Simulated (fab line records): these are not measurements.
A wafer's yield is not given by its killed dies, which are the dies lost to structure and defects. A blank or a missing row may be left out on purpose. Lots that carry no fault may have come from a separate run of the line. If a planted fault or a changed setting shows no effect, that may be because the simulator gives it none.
Split-lot experiment | flow n5Finfet | route with 1938 steps; 7 lots, 21 wafers read

ON THE SPLIT
At N5_BEOL_M7_ETCH_61 (etches SiARC in CF4, target depth 45.5 nm, time 75.8 s), the setting sourceW was moved away from the recipe's 545 W on 5 of the 21 wafers read, by -15.3% to +17.8%. The other wafers ran this setting at the recipe's value.

Reading taken at the split's own step.

THE READING
rfVppV, in V, at N5_BEOL_M7_ETCH_61 (etches SiARC in CF4, target depth 45.5 nm, time 75.8 s). A value of 183.9 V with a standard deviation of 1.1 V is what fault-free wafers of this fab line usually give.

wafer  | tool, chamber at the split | sourceW as run, W | against the recipe | rfVppV, V | against lot-mates on the recipe
L077.1 | rieDiel-05, 2              | 545               | recipe             | 185.0     | -
L077.2 | rieDiel-05, 0              | 545               | recipe             | 182.6     | -
L077.3 | rieDiel-05, 1              | 545               | recipe             | 185.5     | -
L081.1 | rieDiel-03, 2              | 545               | recipe             | 184.1     | -
L081.4 | rieDiel-03, 3              | 545               | recipe             | 185.5     | -
L081.5 | rieDiel-03, 1              | 545               | recipe             | 182.3     | -
L084.4 | rieDiel-01, 3              | 581.5             | +6.7%              | 179.2     | -4.0
L084.5 | rieDiel-01, 0              | 545               | recipe             | 183.2     | -
L084.6 | rieDiel-01, 1              | 581.5             | +6.7%              | 180.9     | -2.3
L086.1 | rieDiel-05, 1              | 545               | recipe             | 186.3     | -
L086.3 | rieDiel-05, 2              | 461.4             | -15.3%             | 195.6     | +11.3
L086.5 | rieDiel-05, 0              | 545               | recipe             | 182.2     | -
L088.4 | rieDiel-03, 2              | 545               | recipe             | 183.2     | -
L088.5 | rieDiel-03, 1              | 545               | recipe             | 184.0     | -
L088.6 | rieDiel-03, 0              | 545               | recipe             | 182.8     | -
L091.1 | rieDiel-03, 0              | 545               | recipe             | 183.0     | -
L091.2 | rieDiel-03, 1              | 545               | recipe             | 184.5     | -
L091.5 | rieDiel-03, 2              | 545               | recipe             | 182.8     | -
L094.1 | rieDiel-03, 2              | 545               | recipe             | 181.5     | -
L094.3 | rieDiel-03, 3              | 642.2             | +17.8%             | 175.2     | -6.3
L094.5 | rieDiel-03, 3              | 642.2             | +17.8%             | 174.9     | -6.6

FIT RESULTS
A straight line over all 21 wafers: rfVppV changes by -0.572 V for each +1% of sourceW; r = -0.93; the points scatter about the line by 1.5 V.
The same after taking each lot's own level away (the mean of its wafers on the recipe; 21 wafers): -0.478 V for each +1%; r = -0.91; scatter 1.5 V.
Per that fit: largest sourceW move, reading shift of 8.5 V.
From 181.50 to 184.37 V: that is the span of the lots' own levels, equal to 2.6 times the standard deviation above.
Hence the slope depends on the lot-to-lot level, as the two fits are not the same.
Check: -9.07 V against its lot-mates is what the line predicts for one of the wafers moved furthest among these (+17.8%) when that wafer is left out of the fit. Against them it came out at -6.3 V.
Tool readings at the split's step, against how far the setting was moved: etchRfOnTimeS r = -0.93; rfVppV r = -0.93.

ADDITIONAL SPLITS CARRIED BY THESE WAFERS
These wafers also went through other splits before the reading. Each is held against what the fit with the lots' levels taken away leaves over:
other split on the same wafers | wafers away from the commonest value | r with rfVppV (lot level and that fit taken away)
N5_BEOL_M4_SPUTTER_96 timeS    | 8                                    | -0.23
N5_BEOL_M6_ILD_DEP_00 timeS    | 9                                    | +0.19
N5_BEOL_M6_EXPOSE_08 doseMj    | 12                                   | +0.14
N5_BEOL_M6_ETCH_62 timeS       | 5                                    | -0.20

THE WHOLE CHAIN: every reading that the file lists as answering this split, in the file's order
step               | what it does                                           | reading       | change (the file's fit)              | r (the file's)
N5_BEOL_M7_ETCH_61 | etches SiARC in CF4, target depth 45.5 nm, time 75.8 s | etchRfOnTimeS | withheld for each +1% of the setting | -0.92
N5_BEOL_M7_ETCH_61 | etches SiARC in CF4, target depth 45.5 nm, time 75.8 s | rfVppV        | -0.522 V for each +1% of the setting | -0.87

THE FILE'S OWN FIT
rfVppV changes by -0.522 V for each +1% of sourceW, r = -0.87.
